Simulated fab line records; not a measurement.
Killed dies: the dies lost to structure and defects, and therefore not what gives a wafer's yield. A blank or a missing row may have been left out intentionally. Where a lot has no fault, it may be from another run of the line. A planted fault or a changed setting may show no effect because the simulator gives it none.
Matching of chambers -- flow n5_finfet -- N5_BEOL_M10_CURE_72 on uv_cure-01: 3 sister chambers
The step cures SiCOH lowk, time 120 s. 24 wafers are shown with their chamber, then 12 later ones without.

## WAFERS PAIRED WITH THEIR CHAMBERS
wafer,chamber,wafer_temp_C_max,lamp_power_pct (%)
L074.1,0,372.2,52.34
L074.2,0,372.9,52.38
L074.4,0,372.1,52.34
L076.2,0,372.6,52.33
L076.3,0,372.6,52.34
L076.5,0,372.4,52.34
L080.3,2,370.9,52.37
L080.4,2,371.4,52.35
L080.5,2,371.1,52.20
L079.1,0,372.0,52.31
L079.3,0,372.4,52.32
L079.4,0,371.9,52.36
L078.1,2,372.1,52.39
L078.5,2,371.6,52.40
L078.6,2,372.1,52.28
L083.2,0,372.2,52.30
L083.4,0,372.7,52.32
L083.5,0,372.4,52.42
L085.2,1,372.9,52.34
L085.3,1,373.0,52.24
L085.4,1,373.0,52.32
L087.4,0,372.6,52.36
L087.5,0,372.6,52.31
L087.6,0,372.7,52.22

SIGNATURES (means of the wafers above)
reading,chamber 0,chamber 1,chamber 2,scatter within a chamber
wafer_temp_C_max,372.420,372.967,371.533,0.34
lamp_power_pct,52.3327,52.3000,52.3317,0.0544
Rule: for a wafer and a chamber, the distance is found by dividing, reading by reading, the gap between the wafer's reading and the chamber's mean by the reading's scatter, squaring, summing and taking the root. The wafer belongs to the nearest chamber; if the next one is less than 2 further off, it can't be placed. The scatter: the root of (the sum of the squares of (reading less its chamber's mean) over the shown wafers, divided by (wafers less chambers)).

## WAFERS WHOSE CHAMBER IS MISSING
wafer,wafer_temp_C_max,lamp_power_pct (%)
L086.1,371.6,52.34
L086.3,372.0,52.32
L086.4,371.8,52.31
L088.3,373.1,52.28
L088.5,372.7,52.34
L088.6,372.8,52.32
L097.3,373.6,52.27
L097.4,372.5,52.37
L097.6,371.8,52.24
L095.1,371.2,52.20
L095.3,371.2,52.29
L095.4,371.1,52.28

## WHICH CHAMBER EACH ONE RAN IN
wafer,from the rows above,in truth
L086.1,2,2
L086.3,can't be placed: 0 or 2 or 1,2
L086.4,can't be placed: 2 or 0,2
L088.3,can't be placed: 1 or 0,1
L088.5,can't be placed: 0 or 1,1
L088.6,can't be placed: 1 or 0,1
L097.3,can't be placed: 1 or 0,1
L097.4,can't be placed: 0 or 1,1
L097.6,can't be placed: 2 or 0 or 1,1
L095.1,can't be placed: 2 or 0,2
L095.3,2,2
L095.4,2,2
Placed correctly: 3 of 12. Can't be placed from these rows: 9 (the true chamber is among the candidates in 9). Number placed wrongly: 0.
